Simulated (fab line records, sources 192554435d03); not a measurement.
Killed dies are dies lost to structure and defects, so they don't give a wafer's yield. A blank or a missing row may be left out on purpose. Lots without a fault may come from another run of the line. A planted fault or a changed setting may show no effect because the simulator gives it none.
fab line records | flow n5_finfet
record lots=6 wafers=18 last_day=19
route steps=1938 shown DUMMY_GATE@213 PASSIVATION@1936
lots that met no fault: from a run of the same line without faults
start_h: hours from the record's first day to the start of the lot's first wafer shown | wait_h: hours since the lot's step before | " the same as in the row above | L1.1+2: a row that stands for several wafers | - no value, or no start given | * or withheld: withheld | < > ~ a bound
route shown NAME@n: a module of which the file shows steps, and the number in the route of the first | usual: mean/standard deviation of fault-free wafers | same: alike in all rows | chamber/n: place in a boat | sites: the reading at each site | _std_site: their standard deviation | _edge_site: outer sites' mean less inner sites' | radius_mm: how far each site lies from the wafer's centre | mask NAME#n: copy n | behind: the tool/chamber that last shaped the wafer | hold: why the lot was held/for how many hours/how that ended | device: the transistor (n, p or np) that didn't switch | end of line: the same wafers' tests at the end of the route | a step without rows: its recipe alone | killed: dies lost to structure and defects at the first sort, not the wafer's yield | map: a wafer's dies, x killed, . not, _ none there
set.NAME: the setting as run; set.NAME@STEP: as run at that earlier step | model.NAME: the simulator's own value behind a step, which no gauge read
lots at some steps of the route; a table a step, a row a wafer
services: from which hour (start_h, from the record's first day; less than 0 if before it) a tool's chamber was out of use, for how many hours, and why
## steps
# step N5_DUMMY_GATE_SRD_01
# recipe time_s=30 temp_c=23 rinse_liquid=diw dry=ipa_marangoni
# step N5_DUMMY_GATE_ALD_02
# recipe material=SiO2 target_thk_a=20 temp_c=300 ald_precursor_family=BDEAS ald_co_reactant=O2-plasma pulse_time_s=1 pressure_torr=2
# usual heater_power_w=474/43 precursor_pulse_height_rel=1.000/0.02
# columns lot.wafer tool chamber start_h wait_h heater_power_w precursor_pulse_height_rel
L328.2 ald_sin-04 2 45.37 0.0 420 1.001
L328.3 " 0 " " 499 1.021
L328.4 " 0 " " 490 1.020
L330.1 ald_sin-03 2 55.75 0.0 514 1.046
L330.2 " 1 " " 492 1.011
L330.3 " 3 " " 488 1.002
L340.1 ald_sin-03 3 115.69 0.0 500 1.018
L340.3 " 1 " " 499 0.944
L340.4 " 2 " " 511 0.981
L341.3 ald_sin-04 0 119.97 0.0 497 1.009
L341.5 " 1 " " 392 0.988
L341.6 " 2 " " 427 0.969
L348.2 ald_sin-03 2 163.50 0.0 516 1.006
L348.3 " 0 " " 496 1.026
L348.6 " 0 " " 501 0.968
L350.2 ald_sin-02 1 174.96 0.0 428 0.998
L350.3 " 3 " " 562 0.995
L350.5 " 2 " " 465 0.973
# step N5_DUMMY_GATE_CVD_03
# recipe material=a-Si target_thk_a=1500 temp_c=530 precursor=SiH4 time_s=8042
# step N5_DUMMY_GATE_PRECLEAN_46
# recipe chemistry=DIW time_s=89.5 temp_c=23
# step N5_DUMMY_GATE_SRD_47
# recipe dry_time_s=32 dry=n2_spin spin_rpm=1500
# step N5_DUMMY_GATE_CMP_04
# recipe material=a-Si post_cmp_clean=alkaline_brush
# usual motor_current_A=10.0/0.75 retaining_ring_pressure_frac=1.000/0.0047 time_to_endpoint_s=13.4/2
# columns lot.wafer tool chamber start_h wait_h motor_current_A retaining_ring_pressure_frac time_to_endpoint_s
L328.3 cmp-03 3 51.04 0.0 8.9 0.996 16.0
L328.4 " 0 " " 11.1 1.006 12.9
L328.2 " 1 " " 9.6 1.010 14.3
L330.2 cmp-03 2 61.42 0.0 8.8 0.994 13.8
L330.1 " 3 " " 8.9 1.002 16.2
L330.3 " 1 " " 9.7 0.998 13.3
L340.1 cmp-03 1 119.53 0.0 9.7 0.995 13.3
L340.3 " 2 " " 9.4 0.990 12.7
L340.4 " 0 " " 11.1 1.001 13.4
L341.3 cmp-04 2 124.78 0.1 10.2 1.003 13.3
L341.6 " 3 " " 11.9 1.003 10.7
L341.5 " 0 " " 10.1 0.993 10.9
L348.2 cmp-04 1 167.35 0.0 9.9 0.989 13.1
L348.3 " 3 " " 11.7 0.998 12.3
L348.6 " 2 " " 9.9 1.005 15.3
L350.3 cmp-01 3 178.86 0.1 9.5 0.999 9.4
L350.2 " 0 " " 10.0 1.004 10.8
L350.5 " 2 " " 9.8 0.998 14.9
# step N5_DUMMY_GATE_THK_MEAS_05
# usual thk_nm=71.8/1
# columns lot.wafer tool chamber start_h wait_h thk_nm
L328.2 film_metro-01 - 51.28 0.1 72.5
L328.3 " - " " 71.1
L328.4 " - " " 71.0
L330.1 film_metro-01 - 61.66 0.2 72.3
L330.2 " - " " 71.6
L330.3 " - " " 72.7
L340.1 film_metro-02 - 119.77 0.2 71.7
L340.3 " - " " 71.7
L340.4 " - " " 71.8
L341.3 film_metro-01 - 124.93 0.1 72.8
L341.5 " - " " 72.9
L341.6 " - " " 71.8
L348.2 film_metro-01 - 167.59 0.2 72.3
L348.3 " - " " 72.6
L348.6 " - " " 72.4
L350.2 film_metro-01 - 179.04 0.1 70.8
L350.3 " - " " 71.1
L350.5 " - " " 70.4
# step N5_DUMMY_GATE_HM_DEP_06
# recipe material=SiNx target_thk_a=800 precursor=DCS/NH3 temp_c=700 pressure_mtorr=300 time_s=5141
# step N5_DUMMY_GATE_PECVD_30
# recipe material=SiO2 target_thk_a=550 temp_c=400 precursor=TEOS/O2 pressure_torr=6.5 rf_w=withheld teos_flow_sccm=withheld gas=O2 flow_sccm=2650 time_s=10.8
# step N5_DUMMY_GATE_COAT_34
# recipe resist=SOC temp_c=250 time_s=60 spin_rpm=1500 resist_thk_nm=60
# step N5_DUMMY_GATE_COAT_35
# recipe resist=SiARC temp_c=220 time_s=60 spin_rpm=1500 resist_thk_nm=10
# step N5_DUMMY_GATE_COAT_28
# recipe resist=underlayer temp_c=205 time_s=60 spin_rpm=1500 resist_thk_nm=10
# step N5_DUMMY_GATE_COAT_09
# recipe resist=CAR-EUV spin_rpm=1500 resist_thk_nm=30
# usual resist_line_temp_C=23.00/0.093 spin_speed_rpm=1500.0/1.1
# columns lot.wafer tool chamber start_h wait_h resist_line_temp_C spin_speed_rpm model.CAR-EUV_of_DUMMY_GATE_COAT_09.thk_nm
L328.2 litho_track-05 0 55.31 - 22.90 1500.9 30
L328.3 " 0 " " 22.91 1500.9 30
L328.4 " 0 " " 23.00 1500.9 30.2
L330.1 litho_track-03 0 65.71 - 23.06 1501.1 30
L330.2 " 0 " " 23.14 1500.7 30
L330.3 " 0 " " 23.00 1501.4 30.2
L340.1 litho_track-05 0 125.81 - 23.06 1585.4 29.2
L340.3 " 0 " " 23.02 1584.5 29.2
L340.4 " 0 " " 22.88 1584.0 29.2
L341.3 litho_track-05 0 128.96 - 23.03 1585.3 29.2
L341.5 " 0 " " 23.02 1584.5 29.2
L341.6 " 0 " " 22.89 1585.1 29.2
L348.2 litho_track-02 0 171.64 - 22.97 1499.7 29.8
L348.3 " 0 " " 22.91 1500.9 30
L348.6 " 0 " " 22.99 1499.9 30
L350.2 litho_track-02 0 183.09 - 22.98 1499.9 30
L350.3 " 0 " " 22.98 1497.7 30
L350.5 " 0 " " 22.96 1498.8 30
# step N5_DUMMY_GATE_EBR_11
# recipe solvent=PGMEA ebr_width_mm=1.5
# step N5_DUMMY_GATE_SOFTBAKE_10
# recipe temp_c=110 time_s=60 resist=CAR-EUV
# step N5_DUMMY_GATE_EXPOSE_12
# recipe mask_id=GATE na=0.33 source_shape=annular sigma_inner=0.2 sigma_outer=0.6 polarization=unpolarized target_cd_nm=25 dose_mj=34
# step N5_DUMMY_GATE_PEB_13
# recipe peb_temp_c=100 peb_time_s=60 resist=CAR-EUV
# step N5_DUMMY_GATE_DEVELOP_14
# recipe develop_time_s=30 developer=TMAH resist=CAR-EUV rinse_liquid=surfactant_rinse dry=air_spin dev_temp_c=23
# step N5_DUMMY_GATE_CD_MEAS_15
# recipe target_cd_nm=25.8 landing_energy_ev=500 detector=se_inlens
# usual cd_nm=25.00/0.24
# columns lot.wafer tool chamber start_h wait_h cd_nm
L328.2 cd_sem-03 0 55.72 - 25.20
L328.3 " 0 " " 25.28
L328.4 " 0 " " 25.12
L330.1 cd_sem-02 0 66.09 - 24.96
L330.2 " 0 " " 24.55
L330.3 " 0 " " 25.31
L340.1 cd_sem-02 0 126.07 - 25.23
L340.3 " 0 " " 24.99
L340.4 " 0 " " 25.08
L341.3 cd_sem-02 0 129.22 - 25.43
L341.5 " 0 " " 25.01
L341.6 " 0 " " 25.03
L348.2 cd_sem-01 0 172.02 - 25.17
L348.3 " 0 " " 25.11
L348.6 " 0 " " 25.11
L350.2 cd_sem-02 0 183.47 - 25.26
L350.3 " 0 " " 24.85
L350.5 " 0 " " 24.80
# step N5_DUMMY_GATE_OVL_MEAS_16
# recipe points_per_wafer=522
# usual GATE_OVL=-0.5/0.76
# same points_per_wafer=522
# columns lot.wafer tool chamber start_h wait_h GATE_OVL[nm]
L328.2 overlay-02 0 55.76 0.0 0.0
L328.3 " 0 " " 0.4
L328.4 " 0 " " -0.4
L330.1 overlay-01 0 66.13 0.0 -1.0
L330.2 " 0 " " 0.1
L330.3 " 0 " " -1.1
L340.1 overlay-02 0 126.11 0.0 -0.8
L340.3 " 0 " " -0.1
L340.4 " 0 " " -1.5
L341.3 overlay-02 0 129.27 0.0 0.8
L341.5 " 0 " " -0.2
L341.6 " 0 " " -0.5
L348.2 overlay-02 0 172.06 0.0 -0.3
L348.3 " 0 " " -1.1
L348.6 " 0 " " -0.1
L350.2 overlay-01 0 183.52 0.0 -1.8
L350.3 " 0 " " -1.1
L350.5 " 0 " " -1.0
# step N5_DUMMY_GATE_INSPECT_17
# recipe mode=adi inspect_instrument=brightfield
# usual raw_defect_count=193/48
# columns lot.wafer tool chamber start_h wait_h raw_defect_count
L328.2 defect_inspect-02 - 55.81 0.0 168
L328.3 " - " " 242
L328.4 " - " " 117
L330.1 defect_inspect-02 - 66.19 0.1 186
L330.2 " - " " 240
L330.3 " - " " 193
L340.1 defect_inspect-02 - 126.16 0.1 137
L340.3 " - " " 195
L340.4 " - " " 213
L341.3 defect_inspect-01 - 129.32 0.0 142
L341.5 " - " " 212
L341.6 " - " " 156
L348.2 defect_inspect-01 - 172.29 0.2 159
L348.3 " - " " 239
L348.6 " - " " 125
L350.2 defect_inspect-01 - 183.57 0.0 196
L350.3 " - " " 163
L350.5 " - " " 225
# step N5_DUMMY_GATE_DESCUM_20
# recipe chemistry=O2 time_s=6.2 source_power_w=50 bias_power_w=20 pressure_mtorr=20 rf_frequency_hz=2.712e+07 temp_c=40 resist=CAR-EUV o2_flow_sccm=225
# usual bias_power_w=20.00/0.064 drypump_motor_current_A=5.3/0.44 oes_product_au=0.77/0.059 rf_vpp_V=244.1/1.2 showerhead_plenum_p_Torr=2.15/0.062 throttle_valve_pct=20.44/0.24
# columns lot.wafer tool chamber start_h wait_h bias_power_w drypump_motor_current_A oes_product_au rf_hours_counter_h rf_vpp_V showerhead_plenum_p_Torr throttle_valve_pct
L328.2 rie_diel-04 1 55.95 0.1 19.92 6.1 0.71 195 241.8 1.99 20.41
L328.3 " 3 " " 19.97 5.6 0.79 101 243.4 2.11 20.26
L328.4 " 2 " " 20.10 5.5 0.76 152 242.5 2.09 20.40
L330.1 rie_diel-04 3 66.23 0.0 19.99 5.7 0.79 105 244.9 2.11 20.27
L330.2 " 0 " " 20.00 6.1 0.72 212 244.1 2.16 20.72
L330.3 " 2 " " 20.08 5.5 0.75 155 242.7 2.08 20.43
L340.1 rie_diel-01 0 126.39 0.2 20.00 5.5 0.77 129 244.9 2.19 20.25
L340.3 " 1 " " 19.96 5.7 0.70 216 244.3 2.16 20.69
L340.4 " 2 " " 20.07 4.9 0.77 139 244.3 2.11 20.62
L341.3 rie_diel-01 0 129.35 0.0 20.01 5.5 0.76 130 245.7 2.19 20.23
L341.5 " 3 " " 20.02 4.7 0.76 - 245.8 2.17 20.23
L341.6 " 2 " " 20.05 5.0 0.77 - 243.4 2.11 20.62
L348.2 rie_diel-02 2 172.32 0.0 19.98 4.8 0.85 71 245.2 2.21 20.82
L348.3 " 0 " " 19.98 5.1 0.69 194 243.6 2.16 20.56
L348.6 " 2 " " 20.06 4.8 0.84 - 245.0 2.21 20.83
L350.2 rie_diel-04 0 183.90 0.3 19.94 6.1 0.69 248 243.2 2.15 20.76
L350.3 " 2 " " 19.98 5.5 0.71 192 242.9 2.07 20.49
L350.5 " 0 " " 20.00 6.1 0.70 - 243.2 2.15 20.76
# step N5_DUMMY_GATE_ETCH_29
# recipe chemistry=N2/H2 target=underlayer target_depth_a=130 ion_energy_ev=200 pressure_mtorr=30 source_w=840 bias_w=150 n2_flow_sccm=200 h2_flow_sccm=200
# usual bias_w=150.1/0.48 drypump_motor_current_A=5.4/0.44 n2_flow_sccm=200.0/0.59 oes_product_au=0.77/0.062 rf_vpp_V=525.7/2.3 showerhead_plenum_p_Torr=2.62/0.077 throttle_valve_pct=17.92/0.26
# columns lot.wafer tool chamber start_h wait_h bias_w drypump_motor_current_A n2_flow_sccm oes_product_au rf_hours_counter_h rf_vpp_V showerhead_plenum_p_Torr throttle_valve_pct
L328.2 rie_diel-04 1 56.01 0.0 150.5 6.1 200.1 0.71 195 519.5 2.42 17.86
L328.3 " 3 " " 150.2 5.7 199.7 0.80 101 524.1 2.56 17.69
L328.4 " 2 " " 149.6 5.5 199.8 0.74 152 524.6 2.54 17.93
L330.1 rie_diel-04 3 66.29 0.0 150.3 5.7 199.5 0.80 105 525.0 2.56 17.69
L330.2 " 0 " " 150.2 6.1 200.4 0.71 212 526.2 2.63 18.20
L330.3 " 2 " " 150.6 5.5 199.8 0.73 155 522.8 2.54 17.91
L340.1 rie_diel-01 0 126.45 0.0 150.9 5.5 200.0 0.77 129 527.0 2.66 17.68
L340.3 " 1 " " 149.7 5.7 200.4 0.71 216 525.6 2.62 18.25
L340.4 " 2 " " 150.6 5.0 199.6 0.77 139 522.4 2.55 17.95
L341.3 rie_diel-01 0 129.41 0.0 149.4 5.5 199.3 0.78 130 526.6 2.66 17.68
L341.5 " 3 " " 150.3 4.6 198.6 0.74 - 527.0 2.65 17.68
L341.6 " 2 " " 150.1 5.0 200.4 0.77 - 522.2 2.55 17.97
L348.2 rie_diel-02 2 172.39 0.0 151.0 4.8 200.4 0.86 71 527.8 2.69 18.41
L348.3 " 0 " " 150.3 5.1 199.4 0.70 194 525.6 2.64 18.03
L348.6 " 2 " " 150.5 4.8 200.3 0.85 - 528.6 2.69 18.40
L350.2 rie_diel-04 0 183.97 0.0 150.0 6.1 201.1 0.69 248 525.6 2.61 18.25
L350.3 " 2 " " 149.5 5.5 199.9 0.71 192 522.5 2.52 17.98
L350.5 " 0 " " 149.8 6.1 200.0 0.68 - 525.5 2.61 18.24
# step N5_DUMMY_GATE_ETCH_36
# recipe chemistry=CF4 target=SiARC target_depth_a=130 pressure_mtorr=40 source_w=545 bias_w=36 Ar_flow_sccm=100 cf4_flow_sccm=100 ion_energy_ev=80
# usual bias_w=35.98/0.11 cf4_flow_sccm=99.99/0.28 drypump_motor_current_A=5.3/0.44 oes_product_au=0.77/0.062 rf_vpp_V=184.8/1.1 showerhead_plenum_p_Torr=2.20/0.06 throttle_valve_pct=15.63/0.22
# columns lot.wafer tool chamber start_h wait_h bias_w cf4_flow_sccm drypump_motor_current_A oes_product_au rf_hours_counter_h rf_vpp_V showerhead_plenum_p_Torr throttle_valve_pct model.CAR-EUV_of_DUMMY_GATE_COAT_09.thk_nm
L328.2 rie_diel-04 1 56.05 0.0 36.03 100.13 6.1 0.71 195 182.9 2.05 15.67 11.4
L328.3 " 3 " " 35.90 99.54 5.7 0.81 101 183.5 2.16 15.42 11
L328.4 " 2 " " 35.88 100.28 5.5 0.74 152 183.2 2.14 15.65 11.8
L330.1 rie_diel-04 3 66.33 0.0 36.05 100.27 5.6 0.80 105 184.2 2.16 15.40 11
L330.2 " 0 " " 35.94 100.30 6.1 0.71 212 183.8 2.20 15.88 12
L330.3 " 2 " " 35.97 100.21 5.5 0.74 155 184.4 2.14 15.63 11.8
L340.1 rie_diel-01 0 126.49 0.0 35.90 100.06 5.5 0.77 129 184.4 2.24 15.40 10.4
L340.3 " 1 " " 36.00 99.96 5.8 0.71 216 185.1 2.21 15.93 10.8
L340.4 " 2 " " 35.88 99.44 5.0 0.78 139 184.0 2.15 15.73 10.4
L341.3 rie_diel-01 0 129.45 0.0 35.92 100.01 5.5 0.77 130 185.1 2.24 15.42 10.4
L341.5 " 3 " " 35.85 99.80 4.6 0.75 - 185.0 2.23 15.48 11
L341.6 " 2 " " 36.14 99.86 4.9 0.77 - 185.4 2.15 15.72 10.4
L348.2 rie_diel-02 2 172.43 0.0 35.95 100.49 4.8 0.85 71 186.7 2.25 15.92 10.8
L348.3 " 0 " " 36.02 100.36 5.1 0.70 194 185.0 2.21 15.77 11.4
L348.6 " 2 " " 36.01 100.48 4.8 0.85 - 185.6 2.25 15.94 11
L350.2 rie_diel-04 0 184.01 0.0 36.03 99.90 6.0 0.68 248 184.0 2.19 15.95 12
L350.3 " 2 " " 36.07 99.86 5.5 0.71 192 184.8 2.12 15.73 11.8
L350.5 " 0 " " 36.03 99.80 6.1 0.68 - 184.7 2.19 15.97 12
# step N5_DUMMY_GATE_ETCH_37
# recipe chemistry=N2/H2 target=SOC target_depth_a=600 overetch_a=300 temp_c=40 ion_energy_ev=200 pressure_mtorr=30 source_w=840 bias_w=150 n2_flow_sccm=200 h2_flow_sccm=200
# usual bias_w=149.9/0.47 drypump_motor_current_A=5.4/0.44 n2_flow_sccm=200.1/0.55 oes_product_au=0.61/0.044 rf_vpp_V=525.8/2.2 showerhead_plenum_p_Torr=2.62/0.077 throttle_valve_pct=17.85/0.26
# columns lot.wafer tool chamber start_h wait_h bias_w drypump_motor_current_A n2_flow_sccm oes_product_au rf_hours_counter_h rf_vpp_V showerhead_plenum_p_Torr throttle_valve_pct
L328.2 rie_diel-04 1 56.09 0.0 149.6 6.1 200.0 0.56 195 520.4 2.42 17.78
L328.3 " 3 " " 149.2 5.7 201.0 0.64 101 523.8 2.56 17.63
L328.4 " 2 " " 149.5 5.5 199.0 0.58 152 524.8 2.54 17.86
L330.1 rie_diel-04 3 66.37 0.0 149.4 5.6 201.1 0.63 105 524.5 2.56 17.62
L330.2 " 0 " " 149.7 6.1 200.0 0.58 212 526.5 2.63 18.12
L330.3 " 2 " " 149.4 5.5 200.2 0.59 155 523.8 2.54 17.84
L340.1 rie_diel-01 0 126.53 0.0 150.1 5.5 200.6 0.61 129 526.9 2.66 17.62
L340.3 " 1 " " 150.3 5.8 200.4 0.58 216 526.9 2.62 18.17
L340.4 " 2 " " 149.9 5.0 199.7 0.62 139 522.7 2.55 17.89
L341.3 rie_diel-01 0 129.49 0.0 150.0 5.5 200.4 0.61 130 526.8 2.66 17.62
L341.5 " 3 " " 150.5 4.7 199.3 0.60 - 526.5 2.65 17.63
L341.6 " 2 " " 149.3 5.0 200.7 0.61 - 522.9 2.55 17.89
L348.2 rie_diel-02 2 172.47 0.0 149.1 4.8 199.8 0.67 71 527.4 2.69 18.32
L348.3 " 0 " " 150.1 5.0 200.0 0.56 194 526.8 2.64 17.98
L348.6 " 2 " " 149.5 4.8 200.1 0.66 - 527.1 2.69 18.32
L350.2 rie_diel-04 0 184.05 0.0 150.0 6.1 199.7 0.55 248 525.7 2.61 18.16
L350.3 " 2 " " 150.2 5.5 200.5 0.57 192 523.9 2.52 17.91
L350.5 " 0 " " 149.6 6.1 199.6 0.55 - 525.8 2.61 18.19
# step N5_PASSIVATION_PROBE_49
# usual killed_at_M0_to_M3=36/11 killed_at_M4_up=13/5.1 killed_at_contacts=14/4.9 killed_at_front_end=41/10 killed_at_other=3.4/2.6 killed_dies=107/16 killed_on_rim=14/4 killed_open=70/11 killed_short=36/7.8
# same gross_dies=1180 killed_at_back_side=0
# columns lot.wafer tool chamber start_h wait_h killed_at_M0_to_M3 killed_at_M4_up killed_at_contacts killed_at_front_end killed_at_other killed_dies killed_on_rim killed_open killed_short
L328.2 prober-01 - 312.83 0.1 43 10 22 38 3 116 16 77 36
L328.3 prober-01 - 312.88 0.1 56 7 12 35 4 114 9 66 46
L328.4 prober-01 - 312.93 0.2 39 10 20 32 3 104 14 73 28
L341.3 prober-01 - 416.89 0.1 36 15 13 27 1 92 8 73 18
L341.5 prober-01 - 416.99 0.2 24 13 12 49 5 103 17 73 28
L341.6 prober-01 - 417.04 0.3 40 17 10 29 6 102 13 61 39
L348.2 prober-02 - 465.15 0.2 49 6 15 32 2 104 18 66 37
L348.3 prober-02 - 465.20 0.3 49 11 25 31 0 116 19 78 38
L348.6 prober-02 - 465.35 0.4 60 18 20 21 2 121 14 80 38
# killed by level:class
L328.2 MOL_CONTACT_COAG:geometric_particle:open=20 STI_FIN_REVEAL:geometric_particle:open=16 BEOL_M3:geometric_particle:open=10 BEOL_M0_SAQP:geometric_particle:short=9 FIN_SAQP:geometric_particle:open=6 BEOL_M1:geometric_particle:open=6 STARTING-WAFER:geometric_particle:short=5 BEOL_M2:geometric_particle:open=4
L328.3 BEOL_M3:geometric_particle:short=13 BEOL_M3:geometric_particle:open=13 STI_FIN_REVEAL:geometric_particle:open=10 MOL_CONTACT_COAG:geometric_particle:open=10 BEOL_M0_SAQP:geometric_particle:short=9 BEOL_M2:geometric_particle:open=7 FIN_SAQP:geometric_particle:short=6 BEOL_M0_SAQP:geometric_particle:open=5
L328.4 MOL_CONTACT_COAG:geometric_particle:open=18 BEOL_M3:geometric_particle:open=18 STI_FIN_REVEAL:geometric_particle:open=12 BEOL_M3:geometric_particle:short=7 DUMMY_GATE:geometric_particle:open=5 FIN_SAQP:geometric_particle:short=4 BEOL_M2:geometric_particle:open=4 BEOL_M0_SAQP:geometric_particle:short=3
L341.3 MOL_CONTACT_COAG:geometric_particle:open=11 FIN_SAQP:geometric_particle:open=10 BEOL_M1:geometric_particle:open=10 BEOL_M0_SAQP:geometric_particle:open=8 BEOL_M3:geometric_particle:open=8 BEOL_M4:geometric_particle:open=7 FIN_SAQP:geometric_particle:short=4 STI_FIN_REVEAL:geometric_particle:open=3
L341.5 STI_FIN_REVEAL:geometric_particle:open=11 BEOL_M4:geometric_particle:open=11 FIN_SAQP:geometric_particle:open=9 MOL_CONTACT_COAG:geometric_particle:open=9 BEOL_M2:geometric_particle:open=9 DUMMY_GATE:geometric_particle:open=5 BEOL_M3:geometric_particle:open=5 FIN_SAQP:geometric_particle:short=4
L341.6 BEOL_M4:geometric_particle:open=12 BEOL_M2:geometric_particle:open=11 MOL_CONTACT_COAG:geometric_particle:open=7 BEOL_M0_SAQP:geometric_particle:open=7 BEOL_M0_SAQP:geometric_particle:short=6 BEOL_M1:geometric_particle:open=6 BEOL_M2:geometric_particle:short=5 STARTING-WAFER:geometric_particle:short=5
L348.2 MOL_CONTACT_COAG:geometric_particle:open=13 BEOL_M3:geometric_particle:open=13 GATE_CUT:geometric_particle:short=8 BEOL_M1:geometric_particle:open=7 STI_FIN_REVEAL:geometric_particle:open=7 BEOL_M0_SAQP:geometric_particle:short=7 BEOL_M3:geometric_particle:short=7 BEOL_M0_SAQP:geometric_particle:open=6
L348.3 BEOL_M3:geometric_particle:open=25 MOL_CONTACT_COAG:geometric_particle:open=21 BEOL_M0_SAQP:geometric_particle:short=11 GATE_CUT:geometric_particle:short=9 STI_FIN_REVEAL:geometric_particle:open=4 DUMMY_GATE:geometric_particle:open=4 MOL_CONTACT_COAG:geometric_particle:short=4 BEOL_M0_SAQP:geometric_particle:open=4
L348.6 BEOL_M3:geometric_particle:open=16 MOL_CONTACT_COAG:geometric_particle:open=13 BEOL_M0_SAQP:geometric_particle:short=12 BEOL_M1:geometric_particle:open=7 BEOL_M2:geometric_particle:open=7 MOL_CONTACT_COAG:geometric_particle:short=6 BEOL_M0_SAQP:geometric_particle:open=6 BEOL_M4:geometric_particle:open=6
## services
# columns tool chamber start_h hours kind
cmp-04 - 22.27 - consumable_replace:conditioner
cmp-04 - 22.27 - consumable_replace:pad
cmp-01 - 22.37 1.6 repair
ald_sin-04 1 35.32 14.6 repair
rie_diel-04 3 40.64 4.0 repair
litho_track-02 - 52.75 - consumable_replace:filter
cmp-01 - 59.45 6.1 repair
ald_sin-02 - 85.25 14.0 pm
rie_diel-04 3 87.56 2.5 repair
cmp-03 - 91.27 0.3 repair
rie_diel-02 0 100.91 6.0 repair
cmp-04 - 129.63 10.0 pm
cmp-01 - 131.77 4.0 pm
ald_sin-03 3 134.81 2.6 repair
rie_diel-02 2 137.47 6.3 repair
cmp-03 - 153.03 0.3 repair
cmp-01 - 159.13 2.1 repair
ald_sin-04 - 164.23 2.8 pm
rie_diel-02 3 164.68 12.2 repair
cmp-03 - 174.62 3.7 pm
ald_sin-04 - 177.68 14.0 pm
ald_sin-04 0 177.68 23.5 vent_cycle
rie_diel-04 1 180.16 11.0 repair
cmp-03 - 182.14 4.0 pm
## key
first_sign step=N5_DUMMY_GATE_COAT_09 reading=spin_speed_rpm direction=up sigmas=80 usual=* struck=*
effect none on later readings
model_effect step=N5_DUMMY_GATE_COAT_09 value=CAR-EUV_of_DUMMY_GATE_COAT_09.thk_nm without=30.07 struck=29.2
model_effect step=N5_DUMMY_GATE_ETCH_36 value=CAR-EUV_of_DUMMY_GATE_COAT_09.thk_nm without=11.4 struck=10.57
met_at N5_DUMMY_GATE_COAT_09
struck_wafers L340.1,L340.3,L340.4,L341.3,L341.5,L341.6
tester_left_out L340,L341
onset_between 55.31 125.81
fault kind=process_parameter_drift tool=litho_track-05 chamber=- onset_h=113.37 steps=N5_DUMMY_GATE_COAT_09 channel=spin_rpm offset=* shape=step end_h=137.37 acts_in=* stated=*
# tester_left_out: of these lots the tester's yield and bins aren't shown, on N5 and GAA mostly nor the transistor test; their killed dies are dies lost to structure and defects alone, not to doping, threshold or leakage, so they don't give the yield
